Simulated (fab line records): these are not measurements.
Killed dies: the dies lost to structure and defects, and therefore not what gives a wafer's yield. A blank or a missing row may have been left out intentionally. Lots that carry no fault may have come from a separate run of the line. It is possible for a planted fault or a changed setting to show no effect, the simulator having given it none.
fab line records | flow nand-harc
record lots=5 | wafers=15 | last-day=33
route steps=1302 shown A_CHANNEL_FILL_D2@621 END@1302
lots untouched by any fault: they come from a run of this same line in which no faults occurred
start-h: hours from the record's opening day to when the first of the lot's shown wafers began | wait-h: how many hours have passed since the lot's step before this one | " identical to the entry in the row above | L1.1+2: several wafers, shown together as one row | - no value, or no start was given | * or withheld: withheld | < > ~ a bound
route shown NAME@n: names a module that has steps shown in the file, with the first one's number in the route | usual: mean and standard deviation over wafers with no fault | same: alike in all rows | chamber/n: place in a boat | sites: readings site by site | _std_site: the values' standard deviation | _edge_site: the outer-site mean with the inner-site mean subtracted | radius-mm: for every site, how far away it sits from the centre of the wafer | mask NAME#n: copy n | behind: the tool/chamber that last shaped the wafer | hold: why the lot was held/for how many hours/how that ended | device: names the non-switching transistor (n, p or np) | end of line: at the end of the route, the tests of the same wafers | a step given without rows: its recipe and nothing more | killed: dies lost to structure and defects at the first sort, not the wafer's yield | map: per-die view of a wafer (x killed, . not killed, _ where there is no die)
set.NAME: the run value of the setting; set.NAME@STEP: its run value at that earlier step | model.NAME: the simulator's own value behind a step, which no gauge read
lots at some steps of the route; a table a step, a row a wafer
services: a tool's chamber out of use, with start hour (start-h, from the record's first day; less than 0 if before it), hours out, and reason
## steps
# step NHARC_A_CHANNEL_FILL_D2_STRIP_28
# recipe time-s=20 | o2-flow-sccm=500 | ar-flow-sccm=0 | bias-w=0 | chemistry=O2
# usual drypump-motor-current-A=5.7/0.46 | o2-flow-sccm=499.8/1.5 | oes-product-au=0.995/0.0094 | rf-vpp-V=57.9/0.8 | showerhead-plenum-p-Torr=3.60/0.12 | throttle-valve-pct=17.036/0.0095
lot.wafer | tool        | chamber | start-h | wait-h | drypump-motor-current-A | o2-flow-sccm | oes-product-au | rf-hours-counter-h | rf-vpp-V | showerhead-plenum-p-Torr | throttle-valve-pct
L141.4    | rie-diel-10 | 0       | 348.14  | 0.1    | 6.0                     | 499.5        | 0.995          | 2                  | 57.9     | 3.71                     | 17.040
L141.3    | "           | 3       | "       | "      | 6.0                     | 501.2        | 0.981          | 2                  | 57.7     | 3.67                     | 17.045
L141.5    | "           | 1       | "       | "      | 5.9                     | 499.2        | 0.998          | -                  | 57.1     | 3.54                     | 17.020
L140.4    | rie-diel-10 | 2       | 393.51  | 0.1    | 5.8                     | 500.9        | 0.978          | 3                  | 58.3     | 3.78                     | 17.036
L140.6    | "           | 2       | "       | "      | 5.8                     | 500.8        | 0.973          | -                  | 58.8     | 3.78                     | 17.018
L140.5    | "           | 3       | "       | "      | 6.0                     | 500.0        | 0.996          | -                  | 58.9     | 3.67                     | 17.029
L158.4    | rie-diel-08 | 3       | 510.22  | 0.1    | 4.9                     | 499.4        | 0.995          | 4                  | 58.8     | 3.51                     | 17.028
L158.2    | "           | 0       | "       | "      | 6.1                     | 500.5        | 1.000          | 4                  | 58.0     | 3.62                     | 17.032
L158.1    | "           | 2       | "       | "      | 6.0                     | 499.4        | 0.994          | 3                  | 59.4     | 3.72                     | 17.044
L159.2    | rie-diel-08 | 3       | 530.80  | 0.1    | 4.9                     | 498.8        | 0.995          | 5                  | 57.1     | 3.51                     | 17.042
L159.3    | "           | 1       | "       | "      | 6.5                     | 500.9        | 1.001          | 5                  | 58.9     | 3.57                     | 17.026
L159.6    | "           | 3       | "       | "      | 4.9                     | 501.4        | 0.989          | -                  | 57.9     | 3.51                     | 17.030
L160.4    | rie-diel-13 | 0       | 543.02  | 0.1    | 5.2                     | 500.2        | 1.003          | 2                  | 58.1     | 3.53                     | 17.039
L160.2    | "           | 1       | "       | "      | 5.7                     | 499.6        | 0.996          | 2                  | 57.5     | 3.63                     | 17.035
L160.3    | "           | 2       | "       | "      | 4.9                     | 499.8        | 0.999          | 2                  | 58.3     | 3.32                     | 17.031
# step NHARC_A_CHANNEL_FILL_D2_PRECLEAN_21
# recipe time-s=30 | chemistry=dHF
# step NHARC_A_CHANNEL_FILL_D2_SRD_23
# step NHARC_A_CHANNEL_FILL_D2_CVD_05
# recipe target-thk-a=50 | temp-c=550 | material=poly-Si
# step NHARC_A_CHANNEL_FILL_D2_ANNEAL_22
# recipe temp-c=620 | time-s=7200
# step NHARC_A_CHANNEL_FILL_D2_THK_MEAS_06
# recipe thk-meas-gauge=ellipsometry
# usual thk-nm=5.1/0.99
lot.wafer | tool          | chamber | start-h | wait-h | thk-nm
L141.3    | film-metro-02 | -       | 360.15  | 0.4    | 6.2
L141.4    | "             | -       | "       | "      | 5.2
L141.5    | "             | -       | "       | "      | 6.1
L140.4    | film-metro-01 | -       | 405.72  | 0.4    | 4.0
L140.5    | "             | -       | "       | "      | 5.6
L140.6    | "             | -       | "       | "      | 6.2
L158.1    | film-metro-02 | -       | 523.19  | 0.4    | 4.1
L158.2    | "             | -       | "       | "      | 5.4
L158.4    | "             | -       | "       | "      | 4.3
L159.2    | film-metro-01 | -       | 542.44  | 0.4    | 6.8
L159.3    | "             | -       | "       | "      | 5.6
L159.6    | "             | -       | "       | "      | 3.7
L160.2    | film-metro-01 | -       | 554.69  | 0.4    | 4.1
L160.3    | "             | -       | "       | "      | 4.6
L160.4    | "             | -       | "       | "      | 6.3
# step NHARC_A_CHANNEL_FILL_D2_ALD_25
# recipe target-thk-a=600 | pulse-time-s=10 | ald-cycles=600 | temp-c=300 | material=SiOx
# usual heater-power-w=437/52 | precursor-pulse-height-rel=1.000/0.021
lot.wafer | tool      | chamber | start-h | wait-h | heater-power-w | precursor-pulse-height-rel
L141.4    | ald-hk-03 | 2       | 360.21  | 0.0    | 449            | 1.012
L141.3    | "         | 0       | 361.41  | 1.3    | 468            | 0.991
L141.5    | "         | 2       | 362.62  | 2.5    | 450            | 0.995
L140.4    | ald-hk-02 | 0       | 405.77  | 0.0    | 418            | 0.971
L140.6    | "         | 0       | 408.23  | 2.5    | 422            | 0.998
L140.5    | "         | 1       | "       | "      | 324            | 0.991
L158.2    | ald-hk-03 | 1       | 523.24  | 0.1    | 501            | 1.009
L158.4    | "         | 3       | 524.47  | 1.3    | 451            | 0.993
L158.1    | "         | 0       | "       | "      | 481            | 0.998
L159.2    | ald-hk-01 | 0       | 542.50  | 0.1    | 438            | 0.990
L159.3    | "         | 2       | 543.71  | 1.3    | 406            | 0.964
L159.6    | "         | 0       | 544.91  | 2.5    | 440            | 0.981
L160.3    | ald-hk-02 | 2       | 555.37  | 0.7    | 473            | 1.007
L160.4    | "         | 3       | "       | "      | 490            | 0.962
L160.2    | "         | 0       | "       | "      | 425            | 0.978
# step NHARC_A_CHANNEL_FILL_D2_ETCHBACK_08
# recipe target-depth-a=2200 | time-s=110 | c4f8-flow-sccm=20 | ar-flow-sccm=withheld | rf-w=600 | bias-w=300 | chemistry=C4F8
# usual oes-product-au=0.95/0.038 | rf-vpp-V=442.3/2.2
lot.wafer | tool        | chamber | start-h | wait-h | oes-product-au | rf-hours-counter-h | rf-vpp-V
L141.3    | rie-diel-08 | 1       | -       | -      | 1.00           | 5                  | 441.0
L141.4    | "           | 2       | "       | "      | 0.99           | 5                  | 445.0
L141.5    | "           | 2       | "       | "      | 1.00           | -                  | 443.7
L140.6    | rie-diel-08 | 1       | -       | -      | 0.93           | -                  | 441.3
L140.5    | "           | 3       | "       | "      | 0.93           | -                  | 441.1
L140.4    | "           | 0       | "       | "      | 0.92           | -                  | 441.7
L158.4    | rie-diel-10 | 3       | -       | -      | 0.91           | 2                  | 441.4
L158.1    | "           | 0       | "       | "      | 0.91           | 3                  | 443.0
L158.2    | "           | 1       | "       | "      | 0.91           | 3                  | 443.6
L159.3    | rie-diel-10 | 0       | -       | -      | 0.97           | 4                  | 443.3
L159.2    | "           | 1       | "       | "      | 0.98           | 3                  | 442.7
L159.6    | "           | 3       | "       | "      | 0.99           | -                  | 442.6
L160.3    | rie-diel-13 | 3       | -       | -      | 0.93           | 4                  | 438.9
L160.4    | "           | 1       | "       | "      | 0.92           | 4                  | 442.6
L160.2    | "           | 2       | "       | "      | 0.91           | 4                  | 437.6
# step NHARC_A_CHANNEL_FILL_D2_STRIP_29
# recipe time-s=20 | o2-flow-sccm=500 | ar-flow-sccm=0 | bias-w=0 | chemistry=O2
# usual drypump-motor-current-A=5.8/0.47 | o2-flow-sccm=500.2/1.4 | oes-product-au=0.994/0.011 | rf-vpp-V=57.9/0.9 | showerhead-plenum-p-Torr=3.61/0.11 | throttle-valve-pct=17.036/0.0083
lot.wafer | tool        | chamber | start-h | wait-h | drypump-motor-current-A | o2-flow-sccm | oes-product-au | rf-hours-counter-h | rf-vpp-V | showerhead-plenum-p-Torr | throttle-valve-pct
L141.3    | rie-diel-08 | 3       | -       | -      | 4.9                     | 500.5        | 0.981          | 5                  | 55.9     | 3.51                     | 17.042
L141.4    | "           | 1       | "       | "      | 6.5                     | 499.7        | 1.000          | 5                  | 56.0     | 3.58                     | 17.058
L141.5    | "           | 3       | "       | "      | 4.9                     | 499.9        | 0.983          | -                  | 58.3     | 3.51                     | 17.038
L140.6    | rie-diel-08 | 3       | 411.49  | 0.1    | 4.9                     | 502.5        | 0.992          | -                  | 58.4     | 3.51                     | 17.035
L140.5    | "           | 0       | "       | "      | 6.1                     | 499.0        | 0.999          | -                  | 58.4     | 3.62                     | 17.045
L140.4    | "           | 1       | "       | "      | 6.6                     | 499.4        | 1.018          | -                  | 58.4     | 3.58                     | 17.024
L158.2    | rie-diel-10 | 2       | -       | -      | 5.8                     | 498.4        | 0.985          | 2                  | 60.0     | 3.78                     | 17.045
L158.4    | "           | 3       | "       | "      | 6.0                     | 498.2        | 0.992          | 2                  | 56.8     | 3.67                     | 17.032
L158.1    | "           | 1       | "       | "      | 5.9                     | 499.0        | 0.978          | 3                  | 58.2     | 3.54                     | 17.031
L159.3    | rie-diel-10 | 1       | -       | -      | 5.9                     | 499.3        | 0.989          | 3                  | 57.1     | 3.54                     | 17.041
L159.2    | "           | 2       | "       | "      | 5.8                     | 501.6        | 0.983          | 3                  | 57.7     | 3.78                     | 17.040
L159.6    | "           | 1       | "       | "      | 6.0                     | 499.9        | 0.984          | -                  | 58.9     | 3.54                     | 17.027
L160.2    | rie-diel-13 | 0       | -       | -      | 5.2                     | 501.4        | 1.008          | 5                  | 58.3     | 3.53                     | 17.033
L160.4    | "           | 2       | "       | "      | 4.9                     | 502.1        | 0.994          | 4                  | 56.3     | 3.32                     | 17.032
L160.3    | "           | 3       | "       | "      | 5.6                     | 500.2        | 1.000          | 4                  | 57.9     | 3.44                     | 17.031
# step NHARC_A_CHANNEL_FILL_D2_PRECLEAN_30
# recipe time-s=30 | chemistry=dHF
# step NHARC_A_CHANNEL_FILL_D2_SRD_31
# step NHARC_A_CHANNEL_FILL_D2_CVD_09
# recipe target-thk-a=1500 | temp-c=620 | pressure-mtorr=200 | time-s=3000 | material=poly-Si
# step NHARC_A_CHANNEL_FILL_D2_CMP_10
# recipe target-thk-nm=150
# usual motor-current-A=11.7/1.3 | time-to-endpoint-s=14.8/2.4
lot.wafer | tool   | chamber | start-h | wait-h | motor-current-A | time-to-endpoint-s
L141.3    | cmp-02 | 2       | 371.41  | 0.4    | 13.7            | 17.7
L141.4    | "      | 0       | "       | "      | 11.0            | 17.0
L141.5    | "      | 2       | "       | "      | 12.0            | 14.1
L140.4    | cmp-02 | 3       | 417.10  | 0.4    | 11.4            | 9.2
L140.6    | "      | 3       | "       | "      | 11.1            | 2.9
L140.5    | "      | 0       | "       | "      | 11.0            | 14.1
L158.4    | cmp-04 | 2       | 534.59  | 0.4    | 10.2            | 14.5
L158.1    | "      | 3       | "       | "      | 11.2            | 12.6
L158.2    | "      | 1       | "       | "      | 11.5            | 14.3
L159.2    | cmp-02 | 0       | 553.98  | 0.4    | 11.1            | 17.9
L159.3    | "      | 1       | "       | "      | 13.1            | 18.7
L159.6    | "      | 2       | "       | "      | 12.7            | 18.2
L160.3    | cmp-02 | 3       | 566.19  | 0.4    | 10.7            | 14.6
L160.2    | "      | 1       | "       | "      | 13.3            | 14.6
L160.4    | "      | 2       | "       | "      | 12.6            | 17.1
# step NHARC_END_SORT_01
# recipe temp-c=25
# usual killed-at-array=55/22 | killed-at-other=1.1/1.4 | killed-at-periphery=4/3.2 | killed-dies=59/22 | killed-open=3.3/1.8 | killed-short=2.5/1.5
# same gross-dies=677
lot.wafer | tool      | chamber | start-h | wait-h | killed-at-array | killed-at-other | killed-at-periphery | killed-dies | killed-open | killed-short
L160.2    | prober-01 | 0       | 777.38  | 2.8    | 55              | 1               | 5                   | 61          | 10          | 5
L160.3    | prober-01 | 0       | 778.18  | 3.1    | 80              | 2               | 0                   | 82          | 2           | 3
L160.4    | prober-01 | 0       | 778.98  | 3.4    | 54              | 3               | 3                   | 60          | 3           | 1
# killed by level:class
L160.2 A_CHANNEL_HOLE_D2:chamber-film-flake=24 A_CHANNEL_HOLE_D1:chamber-film-flake=7 A_CONTACT:chamber-film-flake=6 A_SLIT:chamber-film-flake=5 P_CONTACT:geometric-particle:open=3 A_BLC:geometric-particle:open=2 A_M0:geometric-particle:open=2 A_STAIRCASE:chamber-film-flake=2
L160.3 A_CHANNEL_HOLE_D2:chamber-film-flake=36 A_CHANNEL_HOLE_D1:chamber-film-flake=20 A_SLIT:chamber-film-flake=7 A_CONTACT:chamber-film-flake=5 A_M0:geometric-particle:open=2 A_STAIRCASE:chamber-film-flake=2 A_SGD_CUT:chamber-film-flake=2 THIN_TSV:chamber-film-flake=2
L160.4 A_CHANNEL_HOLE_D2:chamber-film-flake=23 A_CHANNEL_HOLE_D1:chamber-film-flake=16 A_CONTACT:chamber-film-flake=8 THIN_TSV:chamber-film-flake=3 A_SGD_CUT:chamber-film-flake=2 P_M0:geometric-particle:open=1 A_WL_FILL:geometric-particle:short=1 A_BLC:geometric-particle:open=1
## services
tool        | chamber | start-h | hours | kind
cmp-02      | -       | 324.76  | 1.5   | repair
cmp-02      | -       | 334.84  | 4.0   | pm
ald-hk-03   | -       | 337.36  | 0.6   | repair
rie-diel-13 | -       | 342.00  | 9.0   | pm
rie-diel-13 | 0       | 361.17  | 4.7   | repair
rie-diel-08 | -       | 367.80  | 9.0   | pm
cmp-02      | -       | 382.43  | 0.9   | repair
rie-diel-08 | 0       | 388.89  | 2.9   | repair
ald-hk-03   | -       | 390.00  | 10.0  | pm
rie-diel-10 | 0       | 394.73  | 1.5   | repair
rie-diel-08 | 2       | 407.49  | 9.2   | repair
rie-diel-10 | -       | 419.50  | 9.0   | pm
cmp-02      | -       | 432.84  | 4.0   | pm
rie-diel-10 | 3       | 433.46  | 13.2  | repair
rie-diel-10 | -       | 436.22  | 0.7   | repair
rie-diel-10 | 3       | 465.47  | 4.7   | repair
cmp-02      | -       | 485.01  | 1.7   | repair
cmp-02      | -       | 488.49  | 1.7   | repair
rie-diel-13 | -       | 519.00  | 9.0   | pm
cmp-02      | -       | 530.84  | 4.0   | pm
rie-diel-10 | 3       | 535.00  | 4.7   | repair
rie-diel-10 | 2       | 539.60  | 7.2   | repair
rie-diel-08 | -       | 544.80  | 9.0   | pm
cmp-02      | -       | 548.87  | 1.7   | repair
## key
first-sign step=NHARC_A_CHANNEL_FILL_D2_CMP_10 | reading=time-to-endpoint-s | direction=down | sigmas=4.9 | usual=* | struck=*
effect none on later readings
met-at NHARC_A_CHANNEL_FILL_D2_CMP_10
struck-wafers L140.6
tester-left-out L140
onset-between 371.41 417.10
fault kind=process-parameter-drift | tool=cmp-02 | chamber=- | onset-h=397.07 | steps=NHARC_A_CHANNEL_FILL_D2_CMP_10 | channel=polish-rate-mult | offset=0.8 | shape=step | end-h=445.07 | scope=struck-wafers-only
# tester-left-out: of these lots the tester's yield and bins aren't shown, on N5 and GAA mostly nor the transistor test; their killed dies are dies lost to structure and defects alone, not to doping, threshold or leakage, so they don't give the yield
